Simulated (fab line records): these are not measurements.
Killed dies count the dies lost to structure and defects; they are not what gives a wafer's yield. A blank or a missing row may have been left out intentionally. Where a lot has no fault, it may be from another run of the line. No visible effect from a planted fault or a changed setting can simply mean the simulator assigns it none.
Chamber matching | flow nand-harc | NHARC_A_STAIRCASE_CMP_152 on cmp-04: 4 sister chambers
The step polishes. 14 wafers are shown with their chamber, then 7 later ones without.

WAFERS PAIRED WITH THEIR CHAMBERS
wafer  | chamber | motor-current-A (A)
L954.1 | 1       | 11.2
L954.3 | 2       | 14.3
L954.4 | 3       | 10.3
L959.2 | 2       | 14.2
L959.5 | 1       | 11.0
L959.6 | 0       | 11.3
L962.1 | 2       | 14.3
L962.3 | 1       | 11.1
L962.6 | 3       | 9.6
L966.2 | 1       | 10.6
L966.3 | 2       | 14.5
L966.4 | 3       | 10.4
L968.2 | 1       | 11.5
L968.3 | 2       | 14.3

SIGNATURES, as means of the wafers listed above
reading         | chamber 0 | chamber 1 | chamber 2 | chamber 3 | scatter within a chamber
motor-current-A | 11.300    | 11.080    | 14.320    | 10.100    | 0.293
Rule: for a wafer and a chamber, the distance is found by dividing, reading by reading, the gap between the wafer's reading and the chamber's mean by the reading's scatter, squaring, summing and taking the root. If the next closest chamber is less than 2 further off than the closest, the wafer can't be placed; otherwise it belongs to the closest. The scatter is the square root of a quotient: the sum, over the shown wafers, of each reading's squared deviation from its chamber's mean, divided by wafers minus chambers.

WAFERS MISSING THEIR CHAMBER
wafer  | motor-current-A (A)
L968.6 | 14.2
L972.1 | 10.6
L972.2 | 10.7
L972.3 | 13.6
L973.1 | 11.3
L973.2 | 10.3
L973.6 | 14.8

WHICH CHAMBER EACH ONE RAN IN
wafer  | from the rows above          | in truth
L968.6 | 2                            | 2
L972.1 | can't be placed: 1 or 3 or 0 | 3
L972.2 | can't be placed: 1 or 3 or 0 | 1
L972.3 | 2                            | 2
L973.1 | can't be placed: 0 or 1      | 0
L973.2 | can't be placed: 3 or 1      | 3
L973.6 | 2                            | 2
Correct placement for 3 of the 7. Can't be placed from these rows: 4 (the true chamber is among the candidates in 4). 0 placed wrongly.
